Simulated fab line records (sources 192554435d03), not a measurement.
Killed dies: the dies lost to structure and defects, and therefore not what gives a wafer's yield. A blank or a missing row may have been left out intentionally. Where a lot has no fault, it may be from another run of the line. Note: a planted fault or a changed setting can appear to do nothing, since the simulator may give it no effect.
Matching of chambers | flow n5Finfet | 3 sister chambers for N5_BEOL_M4_CO_CAP_55 on cvdCo-02
The step material Co, precursor CCTBA/H2, target thk 2 nm, time 102.1 s. 6 wafers are shown with their chamber, then 11 later ones without.

WAFERS PAIRED WITH THEIR CHAMBERS
wafer  | chamber | heaterPowerW (W) | susceptorTempC (C)
L076.3 | 1       | 256              | 200.05
L085.6 | 1       | 256              | 200.09
L084.2 | 0       | 267              | 199.82
L084.4 | 2       | 214              | 200.18
L084.6 | 0       | 276              | 199.99
L088.2 | 2       | 208              | 200.14

WAFERS WITHOUT THEIR CHAMBER
wafer  | heaterPowerW (W) | susceptorTempC (C)
L088.4 | 257              | 199.63
L088.5 | 215              | 200.04
L090.3 | 213              | 199.85
L090.4 | 215              | 199.93
L090.5 | 271              | 199.77
L094.1 | 256              | 199.90
L094.5 | 249              | 200.28
L094.6 | 273              | 199.85
L096.1 | 275              | 199.89
L096.2 | 255              | 199.74
L096.4 | 269              | 200.01

THE CHAMBER EACH PASSED THROUGH
wafer  | from the rows above     | in truth
L088.4 | can't be placed: 0 or 1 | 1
L088.5 | 2                       | 2
L090.3 | 2                       | 2
L090.4 | 2                       | 2
L090.5 | 0                       | 0
L094.1 | can't be placed: 1 or 0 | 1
L094.5 | 1                       | 1
L094.6 | 0                       | 0
L096.1 | 0                       | 0
L096.2 | can't be placed: 0 or 1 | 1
L096.4 | can't be placed: 0 or 1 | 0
Correct placement for 7 of the 11. Not placeable from these rows: 4 (in 4, the candidates include the true chamber). Number placed wrongly: 0.
How it was worked out, from the rows above alone: a wafer's distance from a chamber is the root of the sum, over the readings, of the square of ((its reading less the chamber's mean) divided by the reading's scatter). If the next closest chamber is less than 2 further off than the closest, the wafer can't be placed; otherwise it belongs to the closest. The mean given for a chamber averages the wafers shown for that chamber. How the scatter is found: for the shown wafers, subtract from each reading the mean of its chamber, square and add these, divide the total by (wafers less chambers), then take the root.
